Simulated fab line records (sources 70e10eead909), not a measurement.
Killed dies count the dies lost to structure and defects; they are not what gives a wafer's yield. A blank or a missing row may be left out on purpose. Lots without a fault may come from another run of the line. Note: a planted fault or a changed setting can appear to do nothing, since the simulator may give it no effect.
Matching of chambers	flow nand_harc	NHARC_A_WL_FILL_STRIP_29 on rie_diel-09 has 4 sister chambers
The step strips in O2, time 20 s. 14 wafers are shown with their chamber, then 7 later ones without.

EACH WAFER AND ITS CHAMBER
wafer	chamber	drypump_motor_current_A (A)	oes_product_au (a.u.)	chamber_pressure_mTorr (mTorr)
L075.1	1	5.3	0.990	59.99
L075.4	0	5.6	1.014	59.96
L075.5	3	5.1	1.000	60.10
L082.1	2	5.6	1.006	60.00
L082.2	1	5.3	0.996	59.97
L082.4	3	5.1	0.980	59.95
L085.1	0	5.5	1.014	60.02
L085.2	3	5.1	1.001	60.01
L085.4	2	5.6	1.005	60.13
L087.2	1	5.3	0.984	60.07
L087.4	0	5.6	1.005	60.00
L087.5	1	5.3	0.986	60.02
L092.3	0	5.6	1.007	60.01
L092.4	1	5.3	0.980	60.06

SIGNATURES (averages over the wafers above)
reading	chamber 0	chamber 1	chamber 2	chamber 3	scatter within a chamber
drypump_motor_current_A	5.575	5.300	5.600	5.100	0.0274
oes_product_au	1.01000	0.98720	1.00550	0.99367	0.00704
chamber_pressure_mTorr	59.9975	60.0220	60.0650	60.0200	0.0542
Rule: distance of a wafer from a chamber = root of the sum over the readings of ((wafer's reading minus chamber's mean) / reading's scatter) squared. The wafer belongs to the nearest chamber; if the next one is less than 2 further off, it can't be placed. How the scatter is found: for the shown wafers, subtract from each reading the mean of its chamber, square and add these, divide the total by (wafers less chambers), then take the root.

WAFERS WITHOUT THEIR CHAMBER
wafer	drypump_motor_current_A (A)	oes_product_au (a.u.)	chamber_pressure_mTorr (mTorr)
L092.6	5.6	1.009	59.97
L093.1	5.6	1.002	59.95
L093.3	5.3	0.978	60.05
L093.6	5.1	0.975	59.90
L095.1	5.3	0.995	60.00
L095.2	5.6	1.004	60.03
L095.4	5.0	0.992	60.01

THE CHAMBER EACH PASSED THROUGH
wafer	from the rows above	in truth
L092.6	can't be placed: 0 or 2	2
L093.1	can't be placed: 0 or 2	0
L093.3	1	1
L093.6	3	3
L095.1	1	1
L095.2	can't be placed: 2 or 0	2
L095.4	3	3
Correctly placed: 4 of 7. These rows do not allow placing 3 (true chamber among the candidates in 3). Placed wrongly: 0.
